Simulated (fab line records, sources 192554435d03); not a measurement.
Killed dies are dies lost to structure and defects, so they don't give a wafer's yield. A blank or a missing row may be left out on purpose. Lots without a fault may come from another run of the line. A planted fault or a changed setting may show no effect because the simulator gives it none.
fab line records | flow n5_finfet
record lots=5 wafers=15 last_day=19
route steps=1938 shown BEOL_M3@949
lots that met no fault: from a run of the same line without faults
start_h: hours from the record's first day to the start of the lot's first wafer shown | wait_h: hours since the lot's step before | " the same as in the row above | L1.1+2: a row that stands for several wafers | - no value, or no start given | * or withheld: withheld | < > ~ a bound
route shown NAME@n: a module of which the file shows steps, and the number in the route of the first | usual: mean/standard deviation of fault-free wafers | same: alike in all rows | chamber/n: place in a boat | sites: the reading at each site | _std_site: their standard deviation | _edge_site: outer sites' mean less inner sites' | radius_mm: how far each site lies from the wafer's centre | mask NAME#n: copy n | behind: the tool/chamber that last shaped the wafer | hold: why the lot was held/for how many hours/how that ended | device: the transistor (n, p or np) that didn't switch | end of line: the same wafers' tests at the end of the route | a step without rows: its recipe alone | killed: dies lost to structure and defects at the first sort, not the wafer's yield | map: a wafer's dies, x killed, . not, _ none there
set.NAME: the setting as run; set.NAME@STEP: as run at that earlier step | model.NAME: the simulator's own value behind a step, which no gauge read
lots at some steps of the route; a table a step, a row a wafer
services: from which hour (start_h, from the record's first day; less than 0 if before it) a tool's chamber was out of use, for how many hours, and why
## steps
# step N5_BEOL_M3_ETCH_63
# recipe chemistry=CF4 target=SiARC target_depth_a=156 mask_material=CAR-EUV time_s=26 ion_energy_ev=80 pressure_mtorr=40 source_w=545 bias_w=36 Ar_flow_sccm=100 cf4_flow_sccm=100 ends=cleared
# usual drypump_motor_current_A=5.7/0.35 etch_rf_on_time_s=25.6/0.78 oes_product_au=0.68/0.065 rf_fwd_power_W=532.8/2.3 rf_vpp_V=184.1/1.3 showerhead_plenum_p_Torr=2.14/0.081 throttle_valve_pct=15.52/0.19
# columns lot.wafer tool chamber start_h wait_h drypump_motor_current_A etch_rf_on_time_s oes_product_au rf_fwd_power_W rf_hours_counter_h rf_vpp_V showerhead_plenum_p_Torr throttle_valve_pct
L077.1 rie_diel-02 3 202.22 0.0 5.9 26.1 0.64 534.0 171 186.0 2.20 15.49
L077.2 " 0 " " 5.8 26.4 0.56 532.5 241 184.4 2.12 15.93
L077.4 " 1 " " 5.4 25.7 0.66 531.4 129 184.3 2.08 15.49
L089.1 rie_diel-06 0 250.74 0.0 6.2 25.6 0.67 533.8 104 183.8 2.14 15.38
L089.3 " 1 " " 5.5 26.5 0.57 535.5 243 185.7 2.17 15.67
L089.5 " 1 " " 5.5 26.7 0.57 535.5 - 184.2 2.17 15.66
L087.1 rie_diel-06 0 267.72 0.0 6.2 25.9 0.67 531.8 111 182.5 2.14 15.41
L087.4 " 3 " " 5.4 26.2 0.73 534.0 51 183.9 2.09 15.56
L087.6 " 3 " " 5.4 26.2 0.72 536.9 - 184.4 2.09 15.55
L091.3 rie_diel-06 2 281.82 0.0 5.2 26.0 0.73 532.2 52 184.7 2.19 15.27
L091.5 " 3 " " 5.4 26.0 0.72 534.8 - 183.1 2.09 15.56
L091.6 " 2 " " 5.2 26.2 0.73 531.3 - 184.5 2.19 15.26
L093.2 rie_diel-02 3 294.72 0.0 5.9 25.9 0.62 538.3 204 185.3 2.19 15.55
L093.3 " 0 " " 5.8 25.6 0.81 529.8 16 184.8 2.11 15.48
L093.4 " 2 " " 5.7 25.8 0.64 527.4 172 181.8 1.97 15.65
# step N5_BEOL_M3_ETCH_64
# recipe chemistry=N2/H2 target=SOC target_depth_a=750 overetch_a=150 mask_material=SiARC temp_c=40 time_s=112.5 ion_energy_ev=200 pressure_mtorr=30 source_w=840 bias_w=150 n2_flow_sccm=200 h2_flow_sccm=200
# usual drypump_motor_current_A=5.7/0.34 oes_product_au=0.63/0.057 rf_fwd_power_W=837.3/2.6 rf_vpp_V=524/3.2 showerhead_plenum_p_Torr=2.54/0.12 throttle_valve_pct=17.73/0.26
# columns lot.wafer tool chamber start_h wait_h drypump_motor_current_A oes_product_au rf_fwd_power_W rf_hours_counter_h rf_vpp_V showerhead_plenum_p_Torr throttle_valve_pct
L077.1 rie_diel-02 3 202.24 0.0 5.9 0.59 840.9 171 525 2.64 17.80
L077.2 " 0 " " 5.8 0.54 834.5 241 523 2.53 18.39
L077.4 " 1 " " 5.4 0.62 837.5 129 520 2.46 17.69
L089.1 rie_diel-06 0 250.76 0.0 6.2 0.62 836.0 104 525 2.53 17.36
L089.3 " 1 " " 5.5 0.54 837.2 243 525 2.60 17.87
L089.5 " 1 " " 5.5 0.53 838.3 - 526 2.60 17.86
L087.1 rie_diel-06 0 267.75 0.0 6.2 0.61 836.7 111 523 2.53 17.37
L087.4 " 3 " " 5.4 0.68 840.5 51 523 2.46 17.48
L087.6 " 3 " " 5.4 0.68 838.2 - 522 2.46 17.50
L091.3 rie_diel-06 2 281.85 0.0 5.2 0.67 837.9 52 525 2.59 17.47
L091.5 " 3 " " 5.4 0.67 838.5 - 522 2.46 17.51
L091.6 " 2 " " 5.2 0.67 838.5 - 526 2.59 17.47
L093.2 rie_diel-02 3 294.75 0.0 5.9 0.58 839.5 204 525 2.62 17.85
L093.3 " 0 " " 5.8 0.75 833.3 16 523 2.52 18.01
L093.4 " 2 " " 5.6 0.59 837.7 172 516 2.31 17.70
# step N5_BEOL_M3_STRIP_65
# recipe chemistry=N2/H2 temp_c=40 n2_flow_sccm=200 h2_flow_sccm=200 rf_frequency_hz=6e+07
# columns lot.wafer tool chamber start_h wait_h
L077.1+2+4 rie_diel-02 3,0,1 202.35 0.1
L089.1+3+5 rie_diel-06 0,1,1 250.87 0.1
L087.1+4+6 rie_diel-06 0,3,3 267.85 0.1
L091.3+5+6 rie_diel-06 2,3,2 281.95 0.1
L093.2+3+4 rie_diel-02 3,0,2 294.86 0.1
# step N5_BEOL_M3_STRIP_75
# recipe chemistry=N2/H2 temp_c=40 n2_flow_sccm=200 h2_flow_sccm=200 rf_frequency_hz=6e+07
# columns lot.wafer tool chamber start_h wait_h
L077.1+2+4 rie_diel-02 3,0,1 202.36 0.0
L089.1+3+5 rie_diel-06 0,1,1 250.88 0.0
L087.1+4+6 rie_diel-06 0,3,3 267.86 0.0
L091.3+5+6 rie_diel-06 2,3,2 281.96 0.0
L093.2+3+4 rie_diel-02 3,0,2 294.87 0.0
# step N5_BEOL_M3_STRIP_66
# recipe chemistry=CF4 resist=SiARC power_w=300 bias_power_w=75 pressure_mtorr=50 cf4_flow_sccm=150 rf_frequency_hz=6e+07
# usual drypump_motor_current_A=5.7/0.34 oes_product_au=0.78/0.072 rf_fwd_power_W=292.4/0.93 rf_vpp_V=271.1/1.7 showerhead_plenum_p_Torr=1.79/0.07 throttle_valve_pct=13.49/0.19
# columns lot.wafer tool chamber start_h wait_h drypump_motor_current_A oes_product_au rf_fwd_power_W rf_hours_counter_h rf_vpp_V showerhead_plenum_p_Torr throttle_valve_pct
L077.1 rie_diel-02 3 202.37 0.0 5.9 0.74 294.5 171 272.1 1.84 13.48
L077.2 " 0 " " 5.8 0.67 293.2 241 271.9 1.77 13.88
L077.4 " 1 " " 5.4 0.77 293.6 129 269.5 1.75 13.46
L089.1 rie_diel-06 0 250.89 0.0 6.2 0.78 292.8 104 270.8 1.80 13.39
L089.3 " 1 " " 5.5 0.67 291.0 243 272.6 1.81 13.64
L089.5 " 1 " " 5.5 0.66 292.0 - 271.3 1.81 13.65
L087.1 rie_diel-06 0 267.87 0.0 6.2 0.77 292.5 111 271.7 1.80 13.40
L087.4 " 3 " " 5.4 0.85 293.0 51 269.9 1.75 13.53
L087.6 " 3 " " 5.4 0.85 293.1 - 270.4 1.75 13.52
L091.3 rie_diel-06 2 281.97 0.0 5.2 0.84 291.7 52 270.9 1.82 13.20
L091.5 " 3 " " 5.4 0.84 292.7 - 271.8 1.75 13.52
L091.6 " 2 " " 5.2 0.83 291.7 - 271.2 1.82 13.20
L093.2 rie_diel-02 3 294.88 0.0 5.9 0.71 293.3 205 271.1 1.83 13.57
L093.3 " 0 " " 5.8 0.93 291.4 16 269.3 1.76 13.36
L093.4 " 2 " " 5.7 0.74 292.8 172 267.4 1.64 13.56
# step N5_BEOL_M3_HM_OPEN_17
# recipe chemistry=Cl2/BCl3 target_depth_a=200 overetch_a=60 target=TiN mask_material=SOC ion_energy_ev=150 pressure_mtorr=10 icp_w=1000 bias_w=126 Cl2_flow_sccm=53.25 bcl3_flow_sccm=21.75 Ar_flow_sccm=25
# usual drypump_motor_current_A=5.7/0.45 oes_product_au=0.65/0.076 rf_fwd_power_W=993/3.7 throttle_valve_pct=22.16/0.29
# columns lot.wafer tool chamber start_h wait_h drypump_motor_current_A oes_product_au rf_fwd_power_W rf_hours_counter_h throttle_valve_pct
L077.1 rie_metal-03 0 202.41 0.0 5.7 0.66 989 41 21.83
L077.2 " 1 " " 5.6 0.64 995 61 22.12
L077.4 " 1 " " 5.6 0.64 988 - 22.12
L089.1 rie_metal-01 0 250.93 0.0 5.0 0.65 992 40 22.09
L089.3 " 0 " " 5.0 0.65 988 - 22.08
L089.5 " 0 " " 5.0 0.66 996 - 22.06
L087.1 rie_metal-02 1 267.93 0.0 6.0 0.81 987 3 22.27
L087.4 " 1 " " 6.1 0.79 983 - 22.31
L087.6 " 1 " " 6.0 0.79 990 - 22.30
L091.3 rie_metal-03 0 282.04 0.1 5.7 0.66 990 - 21.82
L091.5 " 1 " " 5.6 0.64 988 - 22.14
L091.6 " 0 " " 5.7 0.65 993 - 21.84
L093.2 rie_metal-03 0 294.92 0.0 5.8 0.64 988 49 21.84
L093.3 " 0 " " 5.8 0.64 983 - 21.84
L093.4 " 1 " " 5.7 0.62 993 - 22.13
# step N5_BEOL_M3_STRIP_19
# recipe chemistry=O2 power_w=400 temp_c=40 pressure_mtorr=30 rf_frequency_hz=6e+07 bias_power_w=0 overash_fraction=0.2 o2_flow_sccm=225
# usual drypump_motor_current_A=5.7/0.38 oes_product_au=0.81/0.087 rf_vpp_V=3.6/0.47 showerhead_plenum_p_Torr=2.11/0.076 throttle_valve_pct=16.59/0.29
# columns lot.wafer tool chamber start_h wait_h drypump_motor_current_A oes_product_au rf_hours_counter_h rf_vpp_V showerhead_plenum_p_Torr throttle_valve_pct
L077.1 rie_diel-06 3 202.52 0.1 5.4 0.90 32 3.9 2.02 16.39
L077.2 " 0 " " 6.2 0.81 87 3.7 2.12 16.47
L077.4 " 2 " " 5.2 0.89 24 4.1 2.12 16.10
L089.1 rie_diel-06 0 251.14 0.2 6.2 0.79 104 3.4 2.11 16.52
L089.3 " 3 " " 5.4 0.89 46 2.8 2.01 16.40
L089.5 " 1 " " 5.5 0.67 - 3.3 2.15 16.85
L087.1 rie_diel-06 3 268.04 0.1 5.4 0.88 51 3.7 2.01 16.42
L087.4 " 1 " " 5.5 0.67 249 4.4 2.15 16.86
L087.6 " 1 " " 5.5 0.67 - 4.1 2.15 16.86
L091.3 rie_diel-03 1 282.12 0.1 5.8 0.69 246 3.7 2.17 17.31
L091.5 " 1 " " 5.8 0.70 - 3.4 2.17 17.34
L091.6 " 2 " " 6.2 0.85 - 3.6 2.20 16.45
L093.2 rie_diel-02 2 295.03 0.1 5.7 0.74 172 3.8 1.92 16.77
L093.3 " 1 " " 5.4 0.76 157 3.8 2.02 16.56
L093.4 " 3 " " 5.9 0.72 205 2.9 2.19 16.85
# step N5_BEOL_M3_CD_MEAS_18
# recipe pitch_nm=36 target_cd_nm=18
# usual cd_nm=18.0/0.46
# columns lot.wafer tool chamber start_h wait_h cd_nm
L077.1 cd_sem-02 - 202.59 0.0 17.6
L077.2 " - " " 18.3
L077.4 " - " " 17.6
L089.1 cd_sem-01 - 251.21 0.0 17.6
L089.3 " - " " 17.9
L089.5 " - " " 17.4
L087.1 cd_sem-03 - 268.11 0.0 18.3
L087.4 " - " " 18.5
L087.6 " - " " 18.5
L091.3 cd_sem-01 - 282.20 0.1 18.4
L091.5 " - " " 18.5
L091.6 " - " " 18.5
L093.2 cd_sem-01 - 295.10 0.1 17.5
L093.3 " - " " 17.7
L093.4 " - " " 17.7
# step N5_BEOL_M3_COAT_67
# recipe resist=SOC temp_c=250 time_s=60 spin_rpm=1500 resist_thk_nm=60
# usual plate_temp_C=249.98/0.19
# columns lot.wafer tool chamber start_h wait_h plate_temp_C
L077.1 litho_track-02 0 202.63 0.0 249.88
L077.2 " 0 " " 249.93
L077.4 " 0 " " 249.94
L089.1 litho_track-02 0 251.24 0.0 250.24
L089.3 " 0 " " 250.20
L089.5 " 0 " " 250.12
L087.1 litho_track-04 0 268.14 0.0 249.79
L087.4 " 0 " " 250.04
L087.6 " 0 " " 250.12
L091.3 litho_track-01 0 282.23 0.0 249.91
L091.5 " 0 " " 249.55
L091.6 " 0 " " 250.00
L093.2 litho_track-01 0 295.14 0.0 249.87
L093.3 " 0 " " 249.77
L093.4 " 0 " " 249.71
# step N5_BEOL_M3_COAT_68
# recipe resist=SiARC temp_c=220 time_s=60 spin_rpm=1500 resist_thk_nm=12
# usual plate_temp_C=219.99/0.18
# columns lot.wafer tool chamber start_h wait_h plate_temp_C
L077.1 litho_track-02 0 - - 220.03
L077.2 " 0 " " 220.05
L077.4 " 0 " " 219.75
L089.1 litho_track-02 0 - - 220.02
L089.3 " 0 " " 219.92
L089.5 " 0 " " 219.74
L087.1 litho_track-04 0 - - 220.16
L087.4 " 0 " " 219.57
L087.6 " 0 " " 220.03
L091.3 litho_track-01 0 - - 219.96
L091.5 " 0 " " 220.14
L091.6 " 0 " " 219.96
L093.2 litho_track-01 0 - - 220.23
L093.3 " 0 " " 220.21
L093.4 " 0 " " 220.16
# step N5_BEOL_M3_COAT_76
# recipe resist=underlayer temp_c=205 time_s=60 spin_rpm=1500 resist_thk_nm=5
# usual plate_temp_C=204.97/0.15
# columns lot.wafer tool chamber start_h wait_h plate_temp_C
L077.1 litho_track-02 0 - - 205.01
L077.2 " 0 " " 205.06
L077.4 " 0 " " 204.99
L089.1 litho_track-02 0 - - 205.23
L089.3 " 0 " " 204.99
L089.5 " 0 " " 205.26
L087.1 litho_track-04 0 - - 205.09
L087.4 " 0 " " 205.12
L087.6 " 0 " " 204.91
L091.3 litho_track-01 0 - - 204.98
L091.5 " 0 " " 205.10
L091.6 " 0 " " 205.21
L093.2 litho_track-01 0 - - 204.98
L093.3 " 0 " " 205.11
L093.4 " 0 " " 204.85
# step N5_BEOL_M3_COAT_22
# recipe resist=CAR-EUV spin_rpm=1500 resist_thk_nm=30
# columns lot.wafer tool chamber start_h wait_h
L077.1+2+4 litho_track-02 0 - -
L089.1+3+5 litho_track-02 0 - -
L087.1+4+6 litho_track-04 0 - -
L091.3+5+6 litho_track-01 0 - -
L093.2+3+4 litho_track-01 0 - -
# step N5_BEOL_M3_EBR_24
# recipe solvent=PGMEA ebr_width_mm=1.5
# same ebr_width_mm=1.5
# columns lot.wafer tool chamber start_h wait_h
L077.1+2+4 litho_track-02 0 - -
L089.1+3+5 litho_track-02 0 - -
L087.1+4+6 litho_track-04 0 - -
L091.3+5+6 litho_track-01 0 - -
L093.2+3+4 litho_track-01 0 - -
# step N5_BEOL_M3_SOFTBAKE_23
# recipe temp_c=110 time_s=60 resist=CAR-EUV
# usual plate_temp_C=109.98/0.14
# columns lot.wafer tool chamber start_h wait_h plate_temp_C
L077.1 litho_track-02 0 - - 110.01
L077.2 " 0 " " 109.98
L077.4 " 0 " " 109.61
L089.1 litho_track-02 0 - - 109.92
L089.3 " 0 " " 109.99
L089.5 " 0 " " 109.83
L087.1 litho_track-04 0 - - 109.96
L087.4 " 0 " " 110.07
L087.6 " 0 " " 110.05
L091.3 litho_track-01 0 - - 109.90
L091.5 " 0 " " 109.67
L091.6 " 0 " " 109.62
L093.2 litho_track-01 0 - - 109.96
L093.3 " 0 " " 109.84
L093.4 " 0 " " 109.99
# step N5_BEOL_M3_EXPOSE_25
# recipe mask_id=V2 na=0.33 source_shape=quasar sigma_inner=0.2 sigma_outer=0.8 polarization=unpolarized defocus_nm=5 dose_mj=63
# same dipole_opening_deg=30
# columns lot.wafer tool chamber start_h wait_h mask
L077.1+2+4 euv_scanner-02 0 202.89 - V2#0
L089.1+3+5 euv_scanner-02 0 251.52 - V2#0
L087.1+4+6 euv_scanner-02 0 268.28 - V2#0
L091.3+5+6 euv_scanner-02 0 282.39 - V2#0
L093.2+3+4 euv_scanner-02 0 295.41 - V2#0
# step N5_BEOL_M3_PEB_26
# recipe peb_temp_c=100 peb_time_s=60 resist=CAR-EUV
# usual plate_temp_C=99.97/0.13
# columns lot.wafer tool chamber start_h wait_h plate_temp_C
L077.1 litho_track-02 0 202.97 0.1 99.82
L077.2 " 0 " " 100.28
L077.4 " 0 " " 100.21
L089.1 litho_track-02 0 251.60 0.1 100.23
L089.3 " 0 " " 100.10
L089.5 " 0 " " 100.02
L087.1 litho_track-04 0 268.36 0.1 99.96
L087.4 " 0 " " 99.99
L087.6 " 0 " " 99.86
L091.3 litho_track-02 0 282.45 0.1 100.08
L091.5 " 0 " " 100.29
L091.6 " 0 " " 99.86
L093.2 litho_track-02 0 295.48 0.1 100.01
L093.3 " 0 " " 99.86
L093.4 " 0 " " 100.12
# step N5_BEOL_M3_DEVELOP_27
# recipe develop_time_s=30 developer=TMAH resist=CAR-EUV rinse_liquid=surfactant_rinse dry=air_spin dev_temp_c=23
# same develop_time_s=30
# columns lot.wafer tool chamber start_h wait_h
L077.1+2+4 litho_track-02 0 - -
L089.1+3+5 litho_track-02 0 - -
L087.1+4+6 litho_track-04 0 - -
L091.3+5+6 litho_track-02 0 - -
L093.2+3+4 litho_track-02 0 - -
# step N5_BEOL_M3_CD_MEAS_28
# recipe target_cd_nm=25.7 landing_energy_ev=500 detector=se_inlens target_cd_y_nm=23.3 polarity=opening
# usual cd_nm=25.8/0.3
# columns lot.wafer tool chamber start_h wait_h cd_nm
L077.1 cd_sem-03 0 203.04 - 25.9
L077.2 " 0 " " 25.7
L077.4 " 0 " " 25.7
L089.1 cd_sem-01 0 251.67 - 25.8
L089.3 " 0 " " 26.2
L089.5 " 0 " " 25.9
L087.1 cd_sem-01 0 268.43 - 25.5
L087.4 " 0 " " 25.5
L087.6 " 0 " " 25.4
L091.3 cd_sem-03 0 282.52 - 26.3
L091.5 " 0 " " 25.9
L091.6 " 0 " " 25.9
L093.2 cd_sem-01 0 295.55 - 25.5
L093.3 " 0 " " 25.7
L093.4 " 0 " " 26.1
# step N5_BEOL_M3_OVL_MEAS_29
# recipe points_per_wafer=522
# usual V2_OVL=-0.4/0.61
# columns lot.wafer tool chamber start_h wait_h V2_OVL[nm]
L077.1 overlay-01 0 203.07 0.0 -0.1
L077.2 " 0 " " -0.7
L077.4 " 0 " " -0.5
L089.1 overlay-01 0 251.70 0.0 -0.5
L089.3 " 0 " " -1.1
L089.5 " 0 " " -1.0
L087.1 overlay-01 0 268.46 0.0 -0.4
L087.4 " 0 " " -1.0
L087.6 " 0 " " -1.2
L091.3 overlay-01 0 282.56 0.0 0.2
L091.5 " 0 " " 0.1
L091.6 " 0 " " -0.6
L093.2 overlay-01 0 295.58 0.0 -1.1
L093.3 " 0 " " 0.2
L093.4 " 0 " " -0.7
# step N5_BEOL_M3_INSPECT_30
# recipe mode=adi inspect_instrument=brightfield
# usual raw_defect_count=377/87
# columns lot.wafer tool chamber start_h wait_h raw_defect_count
L077.1 defect_inspect-02 - 203.12 0.1 373
L077.2 " - " " 367
L077.4 " - " " 316
L089.1 defect_inspect-01 - 251.76 0.1 335
L089.3 " - " " 260
L089.5 " - " " 281
L087.1 defect_inspect-01 - 268.68 0.2 493
L087.4 " - " " 414
L087.6 " - " " 471
L091.3 defect_inspect-02 - 282.60 0.0 304
L091.5 " - " " 459
L091.6 " - " " 352
L093.2 defect_inspect-01 - 295.64 0.0 325
L093.3 " - " " 336
L093.4 " - " " 391
# step N5_BEOL_M3_DESCUM_33
# recipe chemistry=O2 time_s=7 source_power_w=50 bias_power_w=20 pressure_mtorr=20 rf_frequency_hz=2.712e+07 temp_c=40 resist=CAR-EUV o2_flow_sccm=225
# usual drypump_motor_current_A=5.7/0.37 oes_product_au=0.80/0.084 rf_fwd_power_W=49.41/0.19 rf_vpp_V=243.5/1.6 showerhead_plenum_p_Torr=2.12/0.084 throttle_valve_pct=20.4/0.33
# columns lot.wafer tool chamber start_h wait_h drypump_motor_current_A oes_product_au rf_fwd_power_W rf_hours_counter_h rf_vpp_V showerhead_plenum_p_Torr throttle_valve_pct
L077.1 rie_diel-03 1 203.16 0.0 5.8 0.71 49.47 220 243.3 2.17 21.1
L077.2 " 2 " " 6.3 0.86 49.27 60 245.8 2.20 20.2
L077.4 " 0 " " 6.2 0.81 49.40 118 244.4 2.13 20.2
L089.1 rie_diel-02 2 251.91 0.1 5.6 0.75 49.18 157 240.9 1.92 20.5
L089.3 " 1 " " 5.4 0.76 49.89 142 241.8 2.02 20.2
L089.5 " 3 " " 5.9 0.73 49.56 - 243.7 2.19 20.6
L087.1 rie_diel-03 1 268.72 0.0 5.8 0.70 49.19 242 244.2 2.17 21.1
L087.4 " 0 " " 6.1 0.80 49.45 140 245.4 2.12 20.3
L087.6 " 2 " " 6.2 0.84 49.30 - 244.0 2.20 20.2
L091.3 rie_diel-03 0 282.73 0.1 6.1 0.79 49.51 143 243.3 2.12 20.3
L091.5 " 0 " " 6.2 0.80 49.52 - 243.8 2.12 20.3
L091.6 " 3 " " 5.2 0.86 49.42 - 244.9 2.18 20.1
L093.2 rie_diel-03 0 295.67 0.0 6.2 0.79 49.32 148 242.9 2.12 20.3
L093.3 " 3 " " 5.1 0.85 49.01 62 243.8 2.18 20.1
L093.4 " 2 " " 6.3 0.84 49.26 - 244.0 2.19 20.2
# step N5_BEOL_M3_ETCH_77
# recipe chemistry=N2/H2 target=underlayer target_depth_a=65 mask_material=CAR-EUV time_s=5.2 ion_energy_ev=200 pressure_mtorr=30 source_w=840 bias_w=150 n2_flow_sccm=200 h2_flow_sccm=200 ends=cleared
# usual drypump_motor_current_A=5.8/0.37 etch_rf_on_time_s=5.05/0.19 oes_product_au=0.69/0.074 rf_fwd_power_W=819.5/2.5 rf_vpp_V=524/3.2 showerhead_plenum_p_Torr=2.57/0.11 throttle_valve_pct=17.82/0.28
# columns lot.wafer tool chamber start_h wait_h drypump_motor_current_A etch_rf_on_time_s oes_product_au rf_fwd_power_W rf_hours_counter_h rf_vpp_V showerhead_plenum_p_Torr throttle_valve_pct
L077.1 rie_diel-03 1 203.19 0.0 5.8 4.99 0.61 817.2 220 523 2.60 18.33
L077.2 " 2 " " 6.3 5.07 0.75 815.4 60 528 2.71 17.83
L077.4 " 0 " " 6.2 4.60 0.72 815.8 118 520 2.56 17.43
L089.1 rie_diel-02 2 251.94 0.0 5.7 5.02 0.65 819.7 157 517 2.31 17.70
L089.3 " 1 " " 5.4 5.17 0.65 819.4 142 520 2.46 17.74
L089.5 " 3 " " 5.9 5.15 0.63 821.0 - 528 2.63 17.88
L087.1 rie_diel-03 1 268.75 0.0 5.8 5.08 0.60 819.5 242 524 2.59 18.35
L087.4 " 0 " " 6.1 4.61 0.71 819.9 140 523 2.55 17.49
L087.6 " 2 " " 6.3 5.09 0.73 815.4 - 528 2.70 17.85
L091.3 rie_diel-03 0 282.77 0.0 6.2 4.55 0.70 822.2 143 523 2.55 17.52
L091.5 " 0 " " 6.2 4.56 0.71 819.8 - 522 2.55 17.50
L091.6 " 3 " " 5.2 5.05 0.74 824.7 - 528 2.70 17.91
L093.2 rie_diel-03 0 295.70 0.0 6.2 4.60 0.70 822.8 148 523 2.54 17.53
L093.3 " 3 " " 5.2 5.12 0.74 824.2 62 529 2.70 17.91
L093.4 " 2 " " 6.3 5.01 0.72 820.2 - 526 2.70 17.88
# step N5_BEOL_M3_ETCH_69
# recipe chemistry=CF4 target=SiARC target_depth_a=156 mask_material=CAR-EUV time_s=26 ion_energy_ev=80 pressure_mtorr=40 source_w=545 bias_w=36 Ar_flow_sccm=100 cf4_flow_sccm=100 ends=cleared
# usual drypump_motor_current_A=5.7/0.37 etch_rf_on_time_s=25.4/0.9 oes_product_au=0.69/0.073 rf_fwd_power_W=532.3/2.1 rf_vpp_V=184.2/1.3 showerhead_plenum_p_Torr=2.16/0.082 throttle_valve_pct=15.52/0.23
# columns lot.wafer tool chamber start_h wait_h drypump_motor_current_A etch_rf_on_time_s oes_product_au rf_fwd_power_W rf_hours_counter_h rf_vpp_V showerhead_plenum_p_Torr throttle_valve_pct
L077.1 rie_diel-03 1 203.21 0.0 5.8 25.1 0.61 533.0 220 184.2 2.19 16.04
L077.2 " 2 " " 6.3 25.4 0.74 530.8 60 186.4 2.24 15.32
L077.4 " 0 " " 6.2 23.2 0.72 531.3 118 183.7 2.14 15.23
L089.1 rie_diel-02 2 251.96 0.0 5.7 25.2 0.66 532.8 157 182.0 1.97 15.64
L089.3 " 1 " " 5.4 25.9 0.65 531.5 142 182.7 2.08 15.51
L089.5 " 3 " " 5.8 26.1 0.63 537.4 - 185.4 2.19 15.52
L087.1 rie_diel-03 1 268.77 0.0 5.8 25.1 0.60 531.0 242 185.2 2.18 16.08
L087.4 " 0 " " 6.2 22.9 0.71 531.0 140 184.9 2.13 15.27
L087.6 " 2 " " 6.3 24.9 0.73 530.0 - 185.9 2.23 15.37
L091.3 rie_diel-03 0 282.79 0.0 6.2 22.9 0.71 533.7 143 183.9 2.13 15.27
L091.5 " 0 " " 6.2 23.1 0.70 530.5 - 183.8 2.13 15.26
L091.6 " 3 " " 5.2 25.7 0.75 532.1 - 185.8 2.27 15.54
L093.2 rie_diel-03 0 295.72 0.0 6.2 23.4 0.69 532.7 148 183.5 2.13 15.30
L093.3 " 3 " " 5.2 25.7 0.74 532.1 62 185.4 2.27 15.54
L093.4 " 2 " " 6.2 25.8 0.72 532.1 - 184.8 2.23 15.39
# step N5_BEOL_M3_ALD_98
# recipe material=SiO2 target_thk_a=25 temp_c=100 ald_precursor_family=BDEAS ald_co_reactant=O2-plasma pulse_time_s=1 co_reactant_pulse_time_s=1 purge_time_s=2 co_reactant_purge_time_s=2 ald_cycles=17 pressure_torr=2
# usual heater_power_w=75/8.9 precursor_pulse_height_rel=1.002/0.021
# columns lot.wafer tool chamber start_h wait_h heater_power_w precursor_pulse_height_rel
L077.1 ald_sin-03 2 203.29 0.1 91 1.009
L077.2 " 0 " " 61 0.979
L077.4 " 1 " " 84 0.991
L089.1 ald_sin-03 1 252.41 0.4 83 1.019
L089.3 " 0 " " 60 1.027
L089.5 " 2 " " 89 1.025
L087.1 ald_sin-04 0 268.85 0.1 76 1.019
L087.4 " 1 " " 65 1.039
L087.6 " 0 " " 75 0.963
L091.3 ald_sin-01 1 282.87 0.1 93 0.993
L091.5 " 1 " " 93 0.990
L091.6 " 2 " " 72 0.968
L093.2 ald_sin-04 3 295.80 0.1 71 0.990
L093.3 " 1 " " 65 0.985
L093.4 " 0 " " 77 1.011
# step N5_BEOL_M3_ETCHBACK_99
# recipe chemistry=CHF3 target=SiO2 target_depth_a=50 time_s=10.4 source_w=215 bias_w=47 Ar_flow_sccm=200 CHF3_flow_sccm=12 ion_energy_ev=100 pressure_mtorr=30
# usual drypump_motor_current_A=5.7/0.38 oes_product_au=0.81/0.084 rf_fwd_power_W=212.7/0.89 rf_vpp_V=239/5.1 showerhead_plenum_p_Torr=2.16/0.073 throttle_valve_pct=16.96/0.22
# columns lot.wafer tool chamber start_h wait_h drypump_motor_current_A oes_product_au rf_fwd_power_W rf_hours_counter_h rf_vpp_V showerhead_plenum_p_Torr throttle_valve_pct
L077.1 rie_diel-03 3 212.53 9.2 5.2 0.90 212.1 34 237 2.30 16.99
L077.2 " 1 " " 5.8 0.71 211.6 222 238 2.20 17.49
L077.4 " 2 " " 6.3 0.87 212.7 62 240 2.25 16.75
L089.1 rie_diel-06 2 261.48 9.0 5.2 0.86 212.3 45 229 2.21 16.77
L089.3 " 3 " " 5.4 0.87 211.9 50 246 2.10 17.03
L089.5 " 1 " " 5.4 0.67 212.9 - 238 2.19 17.17
L087.1 rie_diel-06 2 276.32 7.4 5.2 0.85 211.2 50 229 2.21 16.78
L087.4 " 3 " " 5.4 0.85 212.7 - 246 2.10 17.03
L087.6 " 2 " " 5.2 0.85 211.9 - 229 2.21 16.79
L091.3 rie_diel-02 1 283.06 0.1 5.4 0.76 211.3 153 243 2.08 16.96
L091.5 " 3 " " 5.9 0.72 213.0 - 245 2.20 17.00
L091.6 " 0 " " 5.7 0.98 212.0 - 237 2.14 17.05
L093.2 rie_diel-03 2 299.68 3.8 6.3 0.83 213.0 93 239 2.24 16.80
L093.3 " 3 " " 5.2 0.85 211.6 64 237 2.29 17.03
L093.4 " 2 " " 6.3 0.84 212.7 - 240 2.24 16.81
## services
# columns tool chamber start_h hours kind
ald_sin-01 1 183.74 3.1 repair
euv_scanner-02 - 186.48 1.0 pm
rie_metal-02 0 195.10 26.1 repair
euv_scanner-02 - 199.78 0.5 repair
euv_scanner-02 - 203.09 5.8 pm
rie_diel-02 1 203.70 9.6 repair
rie_diel-02 0 216.37 5.1 repair
ald_sin-03 1 226.83 9.6 repair
rie_metal-02 - 229.43 0.2 repair
ald_sin-04 0 229.62 4.6 repair
rie_diel-02 0 235.97 - clean
euv_scanner-02 - 237.42 1.0 pm
ald_sin-01 - 243.64 0.3 repair
rie_metal-03 - 249.34 0.5 repair
ald_sin-04 - 260.60 2.8 pm
ald_sin-03 - 269.29 14.0 pm
ald_sin-04 - 270.17 3.0 repair
rie_diel-06 1 270.24 - clean
rie_diel-06 1 270.24 - consumable_replace:focus_ring
rie_diel-06 1 270.24 24.8 scheduled_down
rie_diel-06 1 270.24 24.8 vent_cycle
rie_metal-02 0 280.06 1.3 repair
euv_scanner-02 - 286.88 4.6 pm
euv_scanner-02 - 293.57 1.0 pm
## key
fault none
